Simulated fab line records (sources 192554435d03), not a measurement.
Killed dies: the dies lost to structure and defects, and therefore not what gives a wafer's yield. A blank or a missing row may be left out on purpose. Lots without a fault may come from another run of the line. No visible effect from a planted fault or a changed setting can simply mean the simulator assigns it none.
One fault seen from 2 desks || flow n5 finfet || numbers are kept per desk, each desk with only its own; the story behind them comes last

== METROLOGY DESK ==
Lot by lot, what the gauges showed, no matter which tool ran the lot: averages of those sampled wafers that carry a number. A lot is out of limits, marked OUT, if its mean lies more than 4 standard deviations from the usual mean; the brackets give that distance.
Columns: A = cd nm at N5_DUMMY_GATE_CD_MEAS_15, usual 24.91 nm
{"lot": "L642", "first seen here": "day 3 00:08", "A": 24.84}
{"lot": "L643", "first seen here": "day 3 11:04", "A": 25.15}
{"lot": "L646", "first seen here": "day 3 22:33", "A": 24.89}
{"lot": "L645", "first seen here": "day 3 23:20", "A": 25.06}
{"lot": "L655", "first seen here": "day 6 09:54", "A": 24.86}
{"lot": "L656", "first seen here": "day 6 12:40", "A": 24.83}
{"lot": "L658", "first seen here": "day 6 22:15", "A": 24.90}
{"lot": "L659", "first seen here": "day 7 09:16", "A": 24.74}
{"lot": "L661", "first seen here": "day 7 17:04", "A": 24.94}
{"lot": "L662", "first seen here": "day 8 00:25", "A": 25.17}
{"lot": "L663", "first seen here": "day 8 05:16", "A": 25.06}
This desk's verdict: no lot among the 11 shows anything out of limits.

== TOOL OWNER'S DESK, litho track-03 ==
The tool's own readings at N5_SD_EPI_N_COAT_32 (time 60 s, resist thk 350 nm): means of the sampled wafers that have a number, for each lot that ran on this tool. A lot is out of limits, marked OUT, if its mean lies more than 4 standard deviations from the usual mean; the brackets give that distance.
Columns: A = heater power total W at N5_SD_EPI_N_COAT_32, usual 500.5 W; B = run length s at N5_SD_EPI_N_COAT_32, usual 66.23 s
{"lot": "L645", "first seen here": "day 4 01:19", "A": 501.4, "B": 66.14}
{"lot": "L655", "first seen here": "day 6 11:49", "A": "660.8 (+89) OUT", "B": "44.48 (-99 or more) OUT"}
{"lot": "L656", "first seen here": "day 6 14:49", "A": "659.9 (+89) OUT", "B": "44.35 (-99 or more) OUT"}
This desk finds L655, L656 out of limits, L655 being first, at day 6 11:49 (heater power total W at N5_SD_EPI_N_COAT_32). L645: within limits.

== ALL TOGETHER ==
The tool owner's desk had the chance to raise an alarm at day 6 11:49 on L655, L656.
At the metrology desk, nothing out of limits was observed.
The metrology desk has L655, L656 on record, within its limits.
Of the lots named, all ran N5_SD_EPI_N_COAT_32 on litho track-03.

== WHAT THE SIMULATOR HAD INSERTED ==
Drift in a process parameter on litho track-03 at N5_SD_EPI_N_COAT_32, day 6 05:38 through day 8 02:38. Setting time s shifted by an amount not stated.
Shown lots that were struck: L655, L656.
How many hours passed from the start of the fault until each desk's first out-of-limits reading: the tool owner's desk, 6.
